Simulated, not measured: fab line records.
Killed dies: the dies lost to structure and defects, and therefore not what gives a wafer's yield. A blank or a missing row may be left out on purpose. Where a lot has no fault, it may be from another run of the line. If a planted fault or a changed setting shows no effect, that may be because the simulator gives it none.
fab line records	flow n5Finfet
[record] lots = 9	wafers = 27	lastDay = 17
route steps=1938 shown SPACER0@258 BEOL_M4@1111 PASSIVATION@1905
lots untouched by any fault: they come from a run of this same line in which no faults occurred
startH: hours from the record's opening day to when the first of the lot's shown wafers began	waitH: hours since the lot's step before	" identical to the entry in the row above	L1.1+2: a single row standing in for several wafers	- no value, or no start was given	* or withheld: withheld	< > ~ a bound
route shown NAME@n: a module of which the file shows steps, and the number in the route of the first	usual: mean/standard deviation taken from wafers without a fault	same: alike in all rows	chamber/n: place in a boat	sites: the reading at each site	_std_site: the standard deviation of these	_edge_site: mean of outer sites minus mean of inner sites	radiusMm: how far each site lies from the wafer's centre	mask NAME#n: copy n	behind: tool/chamber where the wafer was last shaped	hold: why the lot went on hold/how many hours it stayed there/how the hold came to an end	device: the transistor (n, p or np) that didn't switch	end of line: tests run on the same wafers once the route is complete	a step without rows: its recipe alone	killed: dies lost to structure and defects at the first sort, not the wafer's yield	map: per-die view of a wafer (x killed, . not killed, _ where there is no die)
set.NAME: setting as actually run; set.NAME@STEP: the setting as run at that earlier step	model.NAME: the simulator's own value behind a step, which no gauge read
one table for each step of the route and one row for each wafer, over a sample of lots
services: a tool's chamber out of use, with start hour (startH, from the record's first day; less than 0 if before it), hours out, and reason
[[steps]]
[step N5_SPACER0_ALD_07]
[recipe] material = SiNx	targetThkA = 20	tempC = 400	aldPrecursorFamily = SiH2I2	aldCoReactant = N2/H2-plasma	pressureTorr = 2
[usual] heaterPowerW = 854/69
lot.wafer	tool	chamber	startH	waitH	heaterPowerW
L831.4	aldSin-03	1	47.40	0.0	782
L831.5	"	3	"	"	800
L831.6	"	0	"	"	778
L832.2	aldSin-01	1	54.28	0.0	913
L832.4	"	2	"	"	805
L832.6	"	2	"	"	804
L834.1	aldSin-01	1	65.19	0.0	882
L834.3	"	2	"	"	816
L834.5	"	3	"	"	807
L836.1	aldSin-01	0	77.69	0.0	970
L836.2	"	3	"	"	801
L836.6	"	0	"	"	952
L843.3	aldSin-01	2	121.41	0.0	839
L843.4	"	3	"	"	779
L843.5	"	0	"	"	922
L844.3	aldSin-01	1	126.77	0.8	882
L844.5	"	1	"	"	876
L844.6	"	0	"	"	962
L845.1	aldSin-04	0	131.15	0.0	916
L845.2	"	1	"	"	859
L845.5	"	0	"	"	897
L847.2	aldSin-03	2	143.22	0.0	829
L847.3	"	0	"	"	787
L847.4	"	3	"	"	801
L851.1	aldSin-03	1	166.66	0.0	790
L851.5	"	0	"	"	788
L851.6	"	3	"	"	819
[step N5_BEOL_M4_RC_MEAS_101]
[usual] DIBL_N = 36.7/1.8	DIBL_P = 37.0/2.4	IOFF_N = 0.17/0.036	IOFF_P = 0.22/0.042	ION_N = 673/12	ION_P = 462/8.5	SS_N = 71.7/0.62	SS_P = 73.4/0.65	VT_N = 250/3.7	VT_P = -250/3.7
lot.wafer	tool	chamber	startH	waitH	DIBL_N[mV/V]	DIBL_P[mV/V]	IOFF_N[nA/um]	IOFF_P[nA/um]	ION_N[uA/um]	ION_P[uA/um]	SS_N[mV/dec]	SS_P[mV/dec]	VT_N[mV]	VT_P[mV]
L832.2	prober-02	0	188.56	0.2	38.5	39.0	0.19	0.25	671	461	71.5	73.3	250	-250
L832.4	"	0	"	"	38.2	39.0	0.21	0.24	675	460	71.9	74.6	245	-250
L832.6	"	0	"	"	37.8	37.4	0.19	0.22	667	457	72.0	73.4	250	-249
L831.4	prober-01	0	190.83	0.5	38.0	39.7	0.19	0.24	682	462	72.3	73.6	247	-250
L831.5	"	0	"	"	36.5	37.5	0.16	0.20	676	460	71.0	73.5	250	-252
L831.6	"	0	"	"	37.5	39.1	0.18	0.23	678	458	71.5	74.0	248	-251
L836.1	prober-01	0	204.56	0.0	37.7	38.4	0.17	0.21	670	455	72.2	73.5	251	-253
L836.2	"	0	"	"	34.6	34.7	0.13	0.16	671	456	71.1	72.0	252	-255
L836.6	"	0	"	"	35.9	35.1	0.14	0.17	655	447	71.1	73.6	252	-254
L834.1	prober-02	0	211.89	0.0	38.2	38.0	0.18	0.24	671	462	72.3	73.9	249	-246
L834.3	"	0	"	"	35.4	34.7	0.13	0.20	674	470	71.2	72.7	253	-248
L834.5	"	0	"	"	36.1	35.7	0.15	0.21	661	462	71.0	72.8	250	-251
L843.3	prober-01	0	262.71	0.3	36.3	38.6	0.17	0.25	680	468	71.7	74.3	246	-247
L843.4	"	0	"	"	31.7	31.5	0.10	0.15	651	457	69.3	72.0	256	-250
L843.5	"	0	"	"	38.1	40.0	0.20	0.28	668	464	72.6	74.5	248	-248
L844.3	prober-01	0	271.27	0.3	34.9	37.2	0.14	0.22	669	465	70.8	73.9	252	-251
L844.5	"	0	"	"	35.1	36.2	0.13	0.19	664	460	71.2	74.0	255	-253
L844.6	"	0	"	"	34.5	36.0	0.13	0.19	674	463	71.3	73.4	250	-253
L847.2	prober-02	0	272.55	0.2	34.4	35.6	0.13	0.18	669	461	69.5	72.7	251	-253
L847.3	"	0	"	"	36.2	37.1	0.15	0.22	677	474	71.6	73.1	249	-247
L847.4	"	0	"	"	34.7	35.4	0.13	0.18	654	457	71.0	73.0	251	-251
L845.1	prober-01	0	280.22	0.0	36.7	38.6	0.16	0.23	667	458	71.5	74.3	250	-251
L845.2	"	0	"	"	35.1	35.9	0.14	0.18	662	453	72.0	74.2	252	-257
L845.5	"	0	"	"	37.1	38.7	0.19	0.23	691	466	71.7	74.5	245	-253
L851.1	prober-01	0	300.55	0.0	35.7	34.9	0.15	0.19	678	461	71.4	73.1	251	-249
L851.5	"	0	"	"	36.7	36.2	0.17	0.22	686	464	71.0	73.8	250	-249
L851.6	"	0	"	"	32.1	30.0	0.10	0.14	662	456	70.7	72.4	256	-255
[step N5_PASSIVATION_CD_MEAS_30]
[recipe] targetCdNm = 4000	landingEnergyEv = 500	detector = seInlens	polarity = opening
[usual] cdNm = 3999.1/1.7
lot.wafer	tool	chamber	startH	waitH	cdNm
L831.4	cdSem-03	0	282.90	-	4000.0
L831.5	"	0	"	"	3999.8
L831.6	"	0	"	"	3996.8
L832.2	cdSem-01	0	287.64	-	3997.3
L832.4	"	0	"	"	3998.4
L832.6	"	0	"	"	3997.9
L836.1	cdSem-02	0	302.86	-	3998.1
L836.2	"	0	"	"	3999.4
L836.6	"	0	"	"	4000.9
L834.1	cdSem-01	0	313.88	-	3999.0
L834.3	"	0	"	"	3996.2
L834.5	"	0	"	"	3996.8
L843.3	cdSem-01	0	355.40	-	3999.2
L843.4	"	0	"	"	3998.5
L843.5	"	0	"	"	3999.4
L844.3	cdSem-03	0	370.45	-	3999.6
L844.5	"	0	"	"	3999.0
L844.6	"	0	"	"	3998.9
L847.2	cdSem-01	0	371.18	-	3999.7
L847.3	"	0	"	"	3999.2
L847.4	"	0	"	"	3998.6
L845.1	cdSem-03	0	382.04	-	3999.8
L845.2	"	0	"	"	4000.3
L845.5	"	0	"	"	3998.8
L851.1	cdSem-01	0	402.82	-	3998.4
L851.5	"	0	"	"	4000.3
L851.6	"	0	"	"	3999.8
[step N5_PASSIVATION_STRIP_34]
[recipe] chemistry = O2	powerW = 600	tempC = 60	pressureMtorr = 30	rfFrequencyHz = 6e+07	biasPowerW = 0	overashFraction = 2	o2FlowSccm = 225
[usual] chamberPressureMTorr = 29.99/0.086	drypumpMotorCurrentA = 5.6/0.45	oesProductAu = 0.80/0.078	rfVppV = 3.7/1.6	showerheadPlenumPTorr = 2.11/0.079	throttleValvePct = 16.55/0.16
[same] biasPowerW = 0	overashFraction = 2
lot.wafer	tool	chamber	startH	waitH	chamberPressureMTorr	drypumpMotorCurrentA	oesProductAu	rfHoursCounterH	rfVppV	showerheadPlenumPTorr	throttleValvePct
L831.4	rieDiel-02	1	283.59	0.1	29.99	5.7	0.74	178	2.8	2.00	16.53
L831.5	"	0	"	"	29.94	5.3	0.71	-	5.6	2.06	16.55
L831.6	"	1	"	"	30.01	5.6	0.75	-	3.8	2.00	16.60
L832.2	rieDiel-04	3	288.33	0.1	29.81	5.8	0.69	206	3.0	2.06	16.58
L832.4	"	2	"	"	29.92	5.8	0.78	113	6.2	2.02	16.55
L832.6	"	0	"	"	30.08	5.8	0.85	-	0	2.20	16.41
L836.1	rieDiel-04	3	303.55	0.1	29.92	5.8	0.71	211	2.1	2.06	16.59
L836.2	"	0	"	"	29.98	5.7	0.86	70	6.4	2.20	16.45
L836.6	"	3	"	"	30.02	5.8	0.70	-	4.3	2.06	16.54
L834.1	rieDiel-04	2	314.59	0.1	29.86	5.8	0.75	125	3.6	2.02	16.54
L834.3	"	3	"	"	29.93	5.8	0.69	-	3.0	2.06	16.60
L834.5	"	2	"	"	30.05	5.8	0.77	-	3.1	2.02	16.55
L843.3	rieDiel-04	2	356.23	0.2	30.00	5.8	0.76	142	1.9	2.01	16.58
L843.4	"	2	"	"	29.93	5.8	0.78	-	1.5	2.01	16.54
L843.5	"	1	"	"	30.22	6.4	0.95	-	5.0	2.12	16.37
L844.3	rieDiel-01	1	371.14	0.1	29.76	5.3	0.84	47	3.8	2.05	16.64
L844.5	"	1	"	"	30.11	5.3	0.85	-	8.1	2.05	16.55
L844.6	"	0	"	"	30.05	5.0	0.68	-	4.8	2.07	16.95
L847.2	rieDiel-04	3	371.87	0.1	29.90	5.8	0.66	234	4.5	2.05	16.62
L847.3	"	2	"	"	30.09	5.7	0.75	148	3.8	2.01	16.59
L847.4	"	1	"	"	30.07	6.4	0.91	16	4.0	2.12	16.42
L845.1	rieDiel-01	0	382.75	0.1	29.99	4.9	0.68	258	2.6	2.07	16.93
L845.2	"	3	"	"	30.05	4.9	0.77	122	1.9	2.20	16.53
L845.5	"	3	"	"	29.90	4.9	0.78	-	1.8	2.20	16.59
L851.1	rieDiel-02	1	413.93	0.2	29.93	5.6	0.67	222	5.8	1.98	16.60
L851.5	"	3	"	"	30.04	5.6	0.83	-	2.7	2.13	16.21
L851.6	"	2	"	"	30.08	5.9	0.88	-	6.1	2.21	16.65
[step N5_PASSIVATION_DESCUM_46]
[recipe] chemistry = O2	timeS = 7.9	sourcePowerW = 50	biasPowerW = 20	pressureMtorr = 20	rfFrequencyHz = 2.712e+07	tempC = 40	o2FlowSccm = 225
[usual] biasPowerW = 20.01/0.055	chamberPressureMTorr = 19.998/0.021	drypumpMotorCurrentA = 5.7/0.47	oesProductAu = 0.80/0.077	rfVppV = 243.5/1.5	showerheadPlenumPTorr = 2.11/0.08	throttleValvePct = 20.30/0.18
[same] timeS = 7.9
lot.wafer	tool	chamber	startH	waitH	biasPowerW	chamberPressureMTorr	drypumpMotorCurrentA	oesProductAu	rfHoursCounterH	rfVppV	showerheadPlenumPTorr	throttleValvePct
L831.4	rieDiel-04	1	284.85	0.0	20.02	20.010	6.4	0.70	247	244.9	2.12	20.51
L831.5	"	3	"	"	20.11	19.998	5.8	0.70	-	243.6	2.06	20.18
L831.6	"	2	"	"	20.04	20.009	5.7	0.77	-	241.3	2.02	20.23
L832.2	rieDiel-04	2	289.50	0.0	19.95	19.982	5.8	0.78	113	241.3	2.02	20.22
L832.4	"	1	"	"	20.04	20.013	6.4	0.69	249	244.0	2.12	20.52
L832.6	"	3	"	"	20.04	20.052	5.8	0.70	-	242.7	2.06	20.18
L836.1	rieDiel-04	3	304.89	0.1	20.00	19.979	5.8	0.70	212	243.2	2.05	20.22
L836.2	"	1	"	"	20.05	20.004	6.4	0.69	255	245.9	2.12	20.51
L836.6	"	2	"	"	19.93	20.009	5.8	0.77	-	242.7	2.02	20.23
L834.1	rieDiel-01	1	315.86	0.0	20.02	19.971	5.3	0.88	28	241.7	2.05	20.36
L834.3	"	3	"	"	20.05	20.031	4.9	0.81	98	244.3	2.20	20.26
L834.5	"	3	"	"	19.97	20.003	4.9	0.81	-	244.3	2.20	20.27
L843.3	rieDiel-04	2	357.76	0.3	20.12	19.961	5.8	0.76	143	240.5	2.01	20.26
L843.4	"	3	"	"	20.01	19.990	5.8	0.68	229	241.6	2.05	20.24
L843.5	"	0	"	"	20.02	20.023	5.7	0.82	-	245.5	2.19	20.21
L844.3	rieDiel-04	0	372.27	0.0	20.00	19.992	5.7	0.82	93	244.7	2.19	20.22
L844.5	"	0	"	"	20.02	20.008	5.7	0.82	-	245.7	2.19	20.21
L844.6	"	1	"	"	20.03	20.014	6.4	0.93	-	243.8	2.11	20.13
L847.2	rieDiel-02	2	373.13	0.0	20.09	19.954	5.9	0.88	39	245.1	2.21	20.40
L847.3	"	0	"	"	19.96	19.974	5.3	0.95	6	242.5	2.05	19.93
L847.4	"	3	"	"	19.90	20.000	5.6	0.86	50	244.1	2.13	19.94
L845.1	rieDiel-01	1	384.01	0.0	19.99	19.979	5.3	0.85	51	242.2	2.05	20.39
L845.2	"	2	"	"	20.08	19.996	6.4	0.79	114	245.4	2.20	20.42
L845.5	"	1	"	"	19.95	20.008	5.3	0.84	-	242.5	2.05	20.40
L851.1	rieDiel-01	1	415.71	0.7	20.00	19.999	5.3	0.84	64	240.7	2.04	20.42
L851.5	"	3	"	"	20.00	20.012	4.9	0.78	-	245.0	2.19	20.31
L851.6	"	1	"	"	19.97	20.024	5.3	0.84	-	241.2	2.04	20.42
[step N5_PASSIVATION_PROBE_49]
[usual] defectLimitedYield = 91.1/1.4	killed_at_M0_to_M3 = 32/9.3	killed_at_M4_up = 13/5.8	killedAtContacts = 12/6.3	killedAtFrontEnd = 44/12	killedAtOther = 3.6/2.7	killedDies = 104/17	killedOnRim = 14/3.9	killedOpen = 69/13	killedShort = 34/6.9	sort_bin_5_function = 5.2/0.98	sort_bin_6_memory = 3.3/0.59	sortNPass = 1075/17	sortYieldPct = 91.1/1.4
[same] grossDies = 1180	killedAtBackSide = 0	sort_bin_4_leakage[%] = 0	sort_bin_8_speed[%] = 0
lot.wafer	tool	chamber	startH	waitH	defectLimitedYield[%]	killed_at_M0_to_M3	killed_at_M4_up	killedAtContacts	killedAtFrontEnd	killedAtOther	killedDies	killedOnRim	killedOpen	killedShort	sort_bin_5_function[%]	sort_bin_6_memory[%]	sortNPass	sortYieldPct[%]
L831.4	prober-01	-	288.09	0.2	90.2	35	11	10	54	6	116	21	64	43	5.9	3.1	1064	90.2
L831.5	prober-01	-	288.14	0.2	91.7	26	5	13	53	1	98	20	62	35	5.3	2.8	1082	91.7
L831.6	prober-01	-	288.19	0.3	91.7	39	12	11	32	4	98	11	70	28	4.7	3.5	1082	91.7
L832.2	prober-01	-	292.65	0.1	90.6	20	17	11	62	1	111	16	74	32	5.3	3.4	1069	90.6
L832.4	prober-01	-	292.75	0.2	91.0	33	11	6	54	2	106	14	67	38	5.8	3.1	1074	91.0
L832.6	prober-01	-	292.85	0.3	92.9	31	18	13	21	1	84	12	57	26	4.1	2.8	1096	92.9
L836.1	prober-01	-	307.96	0.0	90.3	25	12	15	57	6	115	18	78	36	5.8	3.6	1065	90.3
L836.2	prober-01	-	308.01	0.1	92.8	18	8	6	52	1	85	15	62	22	4.2	2.9	1095	92.8
L836.6	prober-01	-	308.21	0.3	88.6	30	11	13	76	4	134	24	88	46	7.5	3.5	1046	88.6
L834.1	prober-02	-	318.92	0.0	92.1	32	14	4	38	5	93	19	56	35	4.2	3.1	1087	92.1
L834.3	prober-02	-	319.02	0.1	92.6	36	13	9	24	5	87	10	65	22	5.0	2.2	1093	92.6
L834.5	prober-02	-	319.12	0.2	92.8	27	9	7	40	2	85	14	50	34	4.4	2.5	1095	92.8
L843.3	prober-02	-	360.90	0.1	92.3	34	25	9	23	0	91	9	53	36	4.8	2.6	1089	92.3
L843.4	prober-02	-	360.95	0.2	92.0	29	17	8	39	1	94	10	58	35	5.0	2.8	1086	92.0
L843.5	prober-02	-	361.00	0.2	69.8	35	22	5	293	1	356	144	78	39	5.7	4.2	824	69.8
L844.3	prober-01	-	375.41	0.1	87.7	25	14	20	82	4	145	21	101	44	7.5	4.7	1035	87.7
L844.5	prober-01	-	375.51	0.2	91.9	33	10	10	38	5	96	15	56	39	4.9	3.0	1084	91.9
L844.6	prober-01	-	375.56	0.3	71.3	30	16	19	271	3	339	145	80	36	5.8	4.0	841	71.3
L845.1	prober-01	-	387.06	0.0	90.9	26	27	14	34	6	107	17	71	36	5.1	3.8	1073	90.9
L845.2	prober-01	-	387.11	0.1	91.2	23	19	16	46	0	104	11	61	43	5.3	3.0	1076	91.2
L845.5	prober-01	-	387.26	0.2	89.3	51	19	5	46	5	126	15	70	56	5.6	4.6	1054	89.3
L851.1	prober-01	-	418.77	0.0	92.4	31	13	11	32	3	90	9	54	32	4.3	2.7	1090	92.4
L851.5	prober-01	-	418.97	0.2	93.0	29	11	8	32	3	83	9	55	24	4.2	2.5	1097	93.0
L851.6	prober-01	-	419.02	0.3	93.8	18	7	12	33	3	73	10	51	21	3.6	2.4	1107	93.8
// killed by level:class
L831.4 FIN_SAQP:geometricParticle:open=14 BEOL_M0_SAQP:geometricParticle:short=10 MOL_CONTACT_COAG:geometricParticle:open=8 BEOL_M0_SAQP:geometricParticle:open=8 STI_FIN_REVEAL:geometricParticle:open=7 GATE_CUT:geometricParticle:short=7 FIN_SAQP:geometricParticle:short=6 BEOL_M1:geometricParticle:open=6
L831.5 FIN_SAQP:geometricParticle:short=18 FIN_SAQP:geometricParticle:open=14 BEOL_M1:geometricParticle:open=9 MOL_CONTACT_COAG:geometricParticle:open=9 STI_FIN_REVEAL:geometricParticle:open=6 BEOL_M0_SAQP:geometricParticle:open=6 STARTING-WAFER:geometricParticle:open=5 MOL_CONTACT_COAG:geometricParticle:short=4
L831.6 FIN_SAQP:geometricParticle:open=13 MOL_CONTACT_COAG:geometricParticle:open=10 BEOL_M1:geometricParticle:open=9 FIN_SAQP:geometricParticle:short=8 BEOL_M3:geometricParticle:open=6 BEOL_M0_SAQP:geometricParticle:open=5 BEOL_M0:geometricParticle:open=5 BEOL_M1:geometricParticle:short=4
L832.2 FIN_SAQP:geometricParticle:open=20 BEOL_M4:geometricParticle:open=11 FIN_SAQP:geometricParticle:short=9 MOL_CONTACT_COAG:geometricParticle:open=8 STI_FIN_REVEAL:geometricParticle:open=5 DUMMY_GATE:geometricParticle:open=4 BEOL_M0_SAQP:geometricParticle:open=4 HKMG_FIN:areaEtch=4
L832.4 FIN_SAQP:geometricParticle:short=14 STI_FIN_REVEAL:geometricParticle:open=11 FIN_SAQP:geometricParticle:open=9 BEOL_M3:geometricParticle:open=9 BEOL_M0_SAQP:geometricParticle:open=7 MOL_CONTACT_COAG:geometricParticle:open=5 STARTING-WAFER:geometricParticle:open=5 GATE_CUT:geometricParticle:short=4
L832.6 MOL_CONTACT_COAG:geometricParticle:open=10 BEOL_M3:geometricParticle:open=8 BEOL_M4:geometricParticle:open=7 BEOL_M0_SAQP:geometricParticle:open=5 STI_FIN_REVEAL:geometricParticle:open=4 GATE_CUT:geometricParticle:short=4 BEOL_M0:geometricParticle:short=4 BEOL_M7:geometricParticle:open=4
L836.1 STI_FIN_REVEAL:geometricParticle:open=32 MOL_CONTACT_COAG:geometricParticle:open=11 STI_FIN_REVEAL:geometricParticle:short=9 BEOL_M0_SAQP:geometricParticle:open=7 BEOL_M2:geometricParticle:open=7 BEOL_M0_SAQP:geometricParticle:short=6 GATE_CUT:geometricParticle:short=4 MOL_CONTACT_COAG:geometricParticle:short=4
L836.2 STI_FIN_REVEAL:geometricParticle:open=17 GATE_CUT:geometricParticle:short=7 GATE_CUT:geometricParticle:open=7 MOL_CONTACT_COAG:geometricParticle:open=6 BEOL_M0:geometricParticle:open=5 BEOL_M2:geometricParticle:open=5 FIN_SAQP:geometricParticle:short=4 DUMMY_GATE:geometricParticle:open=4
L836.6 STI_FIN_REVEAL:geometricParticle:open=27 GATE_CUT:geometricParticle:short=12 BEOL_M2:geometricParticle:open=10 MOL_CONTACT_COAG:geometricParticle:open=8 GATE_CUT:geometricParticle:open=7 BEOL_M0_SAQP:geometricParticle:short=6 FIN_SAQP:geometricParticle:short=5 FIN_SAQP:geometricParticle:open=5
L834.1 FIN_SAQP:geometricParticle:short=10 FIN_SAQP:geometricParticle:open=9 BEOL_M3:geometricParticle:open=9 BEOL_M0_SAQP:geometricParticle:short=8 STI_FIN_REVEAL:geometricParticle:open=6 BEOL_M0_SAQP:geometricParticle:open=4 BEOL_M1:geometricParticle:open=4 BEOL_M5:geometricParticle:open=4
L834.3 BEOL_M0_SAQP:geometricParticle:short=9 BEOL_M3:geometricParticle:open=8 BEOL_M2:geometricParticle:open=7 MOL_CONTACT_COAG:geometricParticle:open=6 BEOL_M1:geometricParticle:open=6 BEOL_M6:geometricParticle:open=5 ILD0:geometricParticle:open=5 BEOL_M0_SAQP:geometricParticle:open=5
L834.5 BEOL_M2:geometricParticle:open=9 FIN_SAQP:geometricParticle:short=8 STI_FIN_REVEAL:geometricParticle:open=8 MOL_CONTACT_COAG:geometricParticle:open=6 GATE_CUT:geometricParticle:short=5 BEOL_M3:geometricParticle:open=5 DUMMY_GATE:geometricParticle:open=4 BEOL_M1:geometricParticle:open=4
L843.3 BEOL_M4:geometricParticle:open=14 BEOL_M0_SAQP:geometricParticle:short=11 MOL_CONTACT_COAG:geometricParticle:open=7 BEOL_M0_SAQP:geometricParticle:open=7 BEOL_M2:geometricParticle:open=6 FIN_SAQP:geometricParticle:open=5 STI_FIN_REVEAL:geometricParticle:open=5 BEOL_M2:geometricParticle:short=5
L843.4 FIN_SAQP:geometricParticle:short=14 FIN_SAQP:geometricParticle:open=10 BEOL_M4:geometricParticle:open=10 BEOL_M0_SAQP:geometricParticle:open=8 STI_FIN_REVEAL:geometricParticle:open=7 MOL_CONTACT_COAG:geometricParticle:open=6 BEOL_M2:geometricParticle:open=6 BEOL_M0_SAQP:geometricParticle:short=4
L843.5 SPACER0:areaAld=237 FIN_SAQP:geometricParticle:open=19 BEOL_M1:geometricParticle:short=10 FIN_SAQP:geometricParticle:short=9 STI_FIN_REVEAL:geometricParticle:open=9 BEOL_M0_SAQP:geometricParticle:open=9 BEOL_M4:geometricParticle:open=9 DUMMY_GATE:geometricParticle:open=5
L844.3 STI_FIN_REVEAL:geometricParticle:open=25 MOL_CONTACT_COAG:geometricParticle:open=15 BEOL_M3:geometricParticle:open=13 FIN_SAQP:geometricParticle:short=9 ILD0:geometricParticle:open=9 FIN_SAQP:geometricParticle:open=8 DUMMY_GATE:geometricParticle:open=6 ILD0:geometricParticle:short=5
L844.5 BEOL_M0_SAQP:geometricParticle:short=10 MOL_CONTACT_COAG:geometricParticle:open=9 FIN_SAQP:geometricParticle:short=8 BEOL_M2:geometricParticle:open=8 STI_FIN_REVEAL:geometricParticle:open=6 BEOL_M3:geometricParticle:open=5 BEOL_M4:geometricParticle:open=5 GATE_CUT:geometricParticle:short=4
L844.6 SPACER0:areaAld=223 MOL_CONTACT_COAG:geometricParticle:open=16 FIN_SAQP:geometricParticle:open=13 FIN_SAQP:geometricParticle:short=9 BEOL_M2:geometricParticle:open=8 BEOL_M4:geometricParticle:open=8 STI_FIN_REVEAL:geometricParticle:open=4 DUMMY_GATE:geometricParticle:open=4
L845.1 BEOL_M4:geometricParticle:open=12 GATE_CUT:geometricParticle:short=10 MOL_CONTACT_COAG:geometricParticle:open=10 BEOL_M1:geometricParticle:open=8 BEOL_M0_SAQP:geometricParticle:short=5 STARTING-WAFER:geometricParticle:open=5 FIN_SAQP:geometricParticle:open=4 MOL_CONTACT_COAG:geometricParticle:short=4
L845.2 FIN_SAQP:geometricParticle:short=13 MOL_CONTACT_COAG:geometricParticle:open=12 FIN_SAQP:geometricParticle:open=8 BEOL_M0_SAQP:geometricParticle:short=7 DUMMY_GATE:geometricParticle:open=6 BEOL_M4:geometricParticle:open=6 BEOL_M1:geometricParticle:open=5 GATE_CUT:geometricParticle:short=4
L845.5 BEOL_M0_SAQP:geometricParticle:short=14 BEOL_M0_SAQP:geometricParticle:open=13 BEOL_M1:geometricParticle:open=8 BEOL_M4:geometricParticle:short=7 FIN_SAQP:geometricParticle:open=6 STI_FIN_REVEAL:geometricParticle:open=6 BEOL_M0:geometricParticle:open=5 FIN_SAQP:geometricParticle:short=4
L851.1 FIN_SAQP:geometricParticle:open=12 BEOL_M2:geometricParticle:open=10 MOL_CONTACT_COAG:geometricParticle:open=7 BEOL_M0_SAQP:geometricParticle:open=7 BEOL_M0_SAQP:geometricParticle:short=7 FIN_SAQP:geometricParticle:short=4 STI_FIN_REVEAL:geometricParticle:short=4 STI_FIN_REVEAL:geometricParticle:open=3
L851.5 BEOL_M2:geometricParticle:open=12 STI_FIN_REVEAL:geometricParticle:open=10 BEOL_M0_SAQP:geometricParticle:short=8 MOL_CONTACT_COAG:geometricParticle:open=5 BEOL_M0_SAQP:geometricParticle:open=4 BEOL_M1:geometricParticle:open=4 FIN_SAQP:geometricParticle:open=3 FIN_SAQP:geometricParticle:short=3
L851.6 FIN_SAQP:geometricParticle:open=11 MOL_CONTACT_COAG:geometricParticle:open=11 FIN_SAQP:geometricParticle:short=5 BEOL_M0:geometricParticle:open=4 BEOL_M4:geometricParticle:open=4 ILD0:geometricParticle:short=3 BEOL_M2:geometricParticle:open=3 BEOL_M3:geometricParticle:open=3
[[services]]
tool	chamber	startH	hours	kind
aldSin-01	3	41.87	10.9	repair
rieDiel-04	1	50.04	6.2	repair
rieDiel-04	3	51.04	30.3	repair
rieDiel-02	0	51.06	16.0	repair
rieDiel-02	3	53.76	2.0	repair
rieDiel-01	2	69.28	5.1	repair
rieDiel-01	-	76.56	0.6	repair
aldSin-01	-	85.25	14.0	pm
rieDiel-04	1	107.92	4.6	repair
rieDiel-04	2	158.20	4.0	repair
rieDiel-04	1	175.91	66.9	repair
aldSin-01	3	199.16	1.6	repair
rieDiel-01	-	218.42	14.6	pm
rieDiel-04	1	308.27	2.9	repair
rieDiel-04	0	311.57	9.9	repair
aldSin-01	-	316.37	2.8	pm
aldSin-01	-	320.31	1.2	repair
aldSin-01	2	339.92	12.1	repair
rieDiel-04	3	346.23	10.6	repair
rieDiel-04	-	352.25	0.6	repair
aldSin-01	-	361.99	1.4	repair
rieDiel-01	0	371.46	2.1	repair
aldSin-01	-	376.90	1.3	repair
rieDiel-01	0	383.71	77.6	repair
[[key]]
[firstSign] step = N5_PASSIVATION_PROBE_49	reading = killedAtFrontEnd	direction = up	sigmas = 19	usual = 44	struck = 282
[effect] step = N5_PASSIVATION_PROBE_49	reading = sortNPass	direction = down	sigmas = 15	usual = 1075	struck = 832
[moreKillsBornAt] N5_SPACER0_ALD_07@aldSin-01 = 460
metAt N5_SPACER0_ALD_07
struckLots L843,L844
struckWafers L843.5,L844.6
notActingAt N5_PASSIVATION_CD_MEAS_30,N5_PASSIVATION_STRIP_34,N5_PASSIVATION_DESCUM_46
onsetBetween 77.69 121.41
[fault] kind = siteProfileDrift	tool = aldSin-01	chamber = 0	onsetH = 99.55	steps = N5_SPACER0_ALD_07	basis = fraction	maxAbsDrift = 0.481	slopeSharePerHr = 106.89	sitePattern = 0,0,0,0,0,-1,-1,-1,-1
